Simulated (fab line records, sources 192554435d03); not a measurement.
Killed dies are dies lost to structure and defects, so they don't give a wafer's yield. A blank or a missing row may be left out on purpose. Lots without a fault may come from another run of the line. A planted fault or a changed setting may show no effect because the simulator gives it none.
Split-lot experiment | flow n5_finfet | 7 lots, 39 wafers read, on a route of 1938 steps

THE SPLIT
At N5_MIM_TOP_SPUTTER_03 (material TiN, target thk 35 nm, time 89.7 s), the setting time_s was moved away from the recipe's 89.7 s on 6 of the 39 wafers read, by -36.2% to -15.4%. The other wafers ran this setting at the recipe's value.

The reading is taken at the split's own step.

THE READING
TiN_of_MIM_TOP_SPUTTER_03.thk_nm (the simulator's own value, which no gauge read), in nm, at N5_MIM_TOP_SPUTTER_03 (material TiN, target thk 35 nm, time 89.7 s). The file gives no usual value for it. The 33 wafers here that ran the recipe average 35.3 nm, standard deviation 0.18 nm.

wafer  | tool, chamber at the split | time_s as run, s | against the recipe | TiN_of_MIM_TOP_SPUTTER_03.thk_nm, nm | against lot-mates on the recipe
L084.1 | pvd_sputter-02, -          | 57.27            | -36.2%             | 23                                   | -12.5
L084.2 | pvd_sputter-02, -          | 57.27            | -36.2%             | 22.8                                 | -12.7
L084.6 | pvd_sputter-02, -          | 57.27            | -36.2%             | 22.8                                 | -12.7
L084.3 | pvd_sputter-02, -          | 89.7             | recipe             | 35.4                                 | -
L084.4 | pvd_sputter-02, -          | 89.7             | recipe             | 35.6                                 | -
L084.5 | pvd_sputter-02, -          | 89.7             | recipe             | 35.6                                 | -
L085.3 | pvd_sputter-03, -          | 89.7             | recipe             | 35.4                                 | -
L085.6 | pvd_sputter-03, -          | 89.7             | recipe             | 35.4                                 | -
L085.4 | pvd_sputter-03, -          | 89.7             | recipe             | 35.2                                 | -
L089.1 | pvd_sputter-01, -          | 89.7             | recipe             | 35.4                                 | -
L089.4 | pvd_sputter-01, -          | 89.7             | recipe             | 35.4                                 | -
L089.6 | pvd_sputter-01, -          | 89.7             | recipe             | 35.4                                 | -
L089.2 | pvd_sputter-01, -          | 89.7             | recipe             | 35                                   | -
L089.3 | pvd_sputter-01, -          | 89.7             | recipe             | 35.2                                 | -
L089.5 | pvd_sputter-01, -          | 89.7             | recipe             | 35.2                                 | -
L090.1 | pvd_sputter-01, -          | 89.7             | recipe             | 35.4                                 | -
L090.2 | pvd_sputter-01, -          | 89.7             | recipe             | 35.4                                 | -
L090.4 | pvd_sputter-01, -          | 89.7             | recipe             | 35.4                                 | -
L090.5 | pvd_sputter-01, -          | 89.7             | recipe             | 35.4                                 | -
L090.3 | pvd_sputter-01, -          | 89.7             | recipe             | 35.2                                 | -
L090.6 | pvd_sputter-01, -          | 89.7             | recipe             | 35.2                                 | -
L091.1 | pvd_sputter-03, -          | 89.7             | recipe             | 35                                   | -
L091.4 | pvd_sputter-03, -          | 89.7             | recipe             | 35                                   | -
L091.6 | pvd_sputter-03, -          | 89.7             | recipe             | 35                                   | -
L091.2 | pvd_sputter-03, -          | 89.7             | recipe             | 35.2                                 | -
L091.5 | pvd_sputter-03, -          | 89.7             | recipe             | 35.2                                 | -
L091.3 | pvd_sputter-03, -          | 89.7             | recipe             | 34.8                                 | -
L095.1 | pvd_sputter-03, -          | 89.7             | recipe             | 35.4                                 | -
L095.6 | pvd_sputter-03, -          | 89.7             | recipe             | 35.4                                 | -
L095.2 | pvd_sputter-03, -          | 89.7             | recipe             | 35.2                                 | -
L095.3 | pvd_sputter-03, -          | 89.7             | recipe             | 35.2                                 | -
L095.4 | pvd_sputter-03, -          | 89.7             | recipe             | 35.2                                 | -
L095.5 | pvd_sputter-03, -          | 89.7             | recipe             | 35.2                                 | -
L097.1 | pvd_sputter-02, -          | 89.7             | recipe             | 35.2                                 | -
L097.5 | pvd_sputter-02, -          | 89.7             | recipe             | 35.2                                 | -
L097.2 | pvd_sputter-02, -          | 75.92            | -15.4%             | 29.8                                 | -5.3
L097.3 | pvd_sputter-02, -          | 89.7             | recipe             | 35                                   | -
L097.4 | pvd_sputter-02, -          | 75.92            | -15.4%             | 29.6                                 | -5.5
L097.6 | pvd_sputter-02, -          | 75.92            | -15.4%             | 29.6                                 | -5.5

THE FIT
A straight line over all 39 wafers: TiN_of_MIM_TOP_SPUTTER_03.thk_nm changes by +0.345 nm for each +1% of time_s; r = +1.00; the points scatter about the line by 0.19 nm.
The same after taking each lot's own level away (the mean of its wafers on the recipe; 39 wafers): +0.351 nm for each +1%; r = +1.00; scatter 0.12 nm.
On that fit, the largest move of time_s shifts the reading by 13 nm.
The lots' own levels span 35.03 to 35.53 nm, that is 2.8 times the standard deviation above.
So the lot-to-lot level changes the slope little: the two slopes agree.
Check: with one of the wafers moved furthest among these (-36.2%) left out of the fit, the line predicts -12.8 nm for it against its lot-mates. It came out at -12.5 nm against them.

OTHER SPLITS ON THESE WAFERS
These wafers also went through other splits before the reading. Each is held against what the fit with the lots' levels taken away leaves over:
other split on the same wafers      | wafers away from the commonest value | r with TiN_of_MIM_TOP_SPUTTER_03.thk_nm (lot level and that fit taken away)
N5_BEOL_M8_TRENCH_ETCH_37 time_s    | 12                                   | -0.05
N5_BEOL_M10_DEP_56 target_thk_a     | 18                                   | +0.00
N5_BEOL_M14_SPUTTER_43 target_thk_a | 18                                   | -0.06

THE FILE'S OWN FIT
TiN_of_MIM_TOP_SPUTTER_03.thk_nm changes by +0.351 nm for each +1% of time_s, r = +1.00.
